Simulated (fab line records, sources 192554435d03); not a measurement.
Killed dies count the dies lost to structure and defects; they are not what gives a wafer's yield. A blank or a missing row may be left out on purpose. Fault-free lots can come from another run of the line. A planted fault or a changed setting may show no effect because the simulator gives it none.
One fault seen from 2 desks    flow n5_finfet    what lay behind the numbers comes last; until then each desk has only its own

DESK OF THE TOOL OWNER: rie_diel-03
The tool's own readings at N5_BEOL_M13_TRENCH_ETCH_34 (etches SiOC in C4F8/O2/Ar, target depth 413.47 nm, time 162.6 s): means of the sampled wafers that have a number, for each lot that ran on this tool. If a lot's mean is further than 4 standard deviations from the usual mean, the lot is out of limits and carries the mark OUT (the distance appears in the brackets).
Columns: A = chamber_pressure_mTorr at N5_BEOL_M13_TRENCH_ETCH_34, usual 30.000 mTorr; B = drypump_motor_current_A at N5_BEOL_M13_TRENCH_ETCH_34, usual 5.7 A; C = he_outer_torr at N5_BEOL_M13_TRENCH_ETCH_34, usual 30.01 Torr; D = oes_product_au at N5_BEOL_M13_TRENCH_ETCH_34, usual 0.77 a.u.; E = rf_vpp_V at N5_BEOL_M13_TRENCH_ETCH_34, usual 665 V; F = showerhead_plenum_p_Torr at N5_BEOL_M13_TRENCH_ETCH_34, usual 3.38 Torr; G = throttle_valve_pct at N5_BEOL_M13_TRENCH_ETCH_34, usual 24.25 %
lot   first seen here  A       B    C      D     E    F     G
L555  day 15 08:32     30.019  5.2  29.97  0.84  666  3.40  24.45
L557  day 15 20:50     29.974  5.5  29.99  0.76  664  3.34  24.37
L559  day 16 11:01     30.010  5.4  30.00  0.82  663  3.29  24.36
This desk found nothing out of limits on any of the 3 lots.

THE METROLOGY DESK
Means of the sampled wafers that have a number, per lot and without regard to the tool the lot ran on: this is what the gauges read. If a lot's mean is further than 4 standard deviations from the usual mean, the lot is out of limits and carries the mark OUT (the distance appears in the brackets). Shown are 7 of the 26 readings it has, namely the first that went out of limits plus those furthest out on some lot.
Columns: A = trench_depth_nm at N5_BEOL_M13_OCD_MEAS_35, usual 410 nm; B = M13_THK at N5_BEOL_M13_THK_MEAS_50, usual 416 nm; C = M13_RS at N5_BEOL_M13_RS_MEAS_54, usual 0.0454 ohm/sq; D = COMB_M12 at N5_BEOL_M15_RC_MEAS_101, usual 6.5e-12 S/m; E = SERP_M13 at N5_BEOL_M15_RC_MEAS_101, usual 0.311 ohm/um; F = SERP_M13_max_site at N5_BEOL_M15_RC_MEAS_101, usual 0.314 ohm/um; G = SERP_M6 at N5_BEOL_M15_RC_MEAS_101, usual 13.7 ohm/um
lot   first seen here  A               B               C                  D        E                 F                 G
L555  day 15 08:43     420             424             0.0444             7.7e-12  0.301             0.305             12.5
L557  day 15 21:00     463 (+5.4) OUT  463 (+4.2) OUT  0.0415             6.8e-12  0.280             0.283             13.2
L560  day 16 09:02     404             410             0.0460             6.2e-12  0.317             0.319             13.8
L559  day 16 11:11     469 (+6.0) OUT  478 (+5.7) OUT  0.0405 (-4.5) OUT  8.6e-12  0.273 (-4.0) OUT  0.276 (-4.0) OUT  13.4
This desk finds L557, L559 out of limits, L557 being first, at day 15 21:00 (trench_depth_nm at N5_BEOL_M13_OCD_MEAS_35). L555, L560 stayed within limits.

PUT TOGETHER
At day 15 21:00 the metrology desk could have sounded an alarm, on L557, L559.
The tool owner's desk saw nothing out of limits.
The tool owner's desk has L557, L559 on record, within its limits.
The lots listed all ran N5_BEOL_M13_TRENCH_ETCH_34 on rie_diel-03.

WHAT THE SIMULATOR HAD PUT IN
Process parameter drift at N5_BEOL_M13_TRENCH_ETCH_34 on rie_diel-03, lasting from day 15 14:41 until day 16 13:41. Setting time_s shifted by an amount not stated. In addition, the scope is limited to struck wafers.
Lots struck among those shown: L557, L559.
Time in hours between the start of the fault and the first out-of-limits reading at each desk: metrology desk, 6.
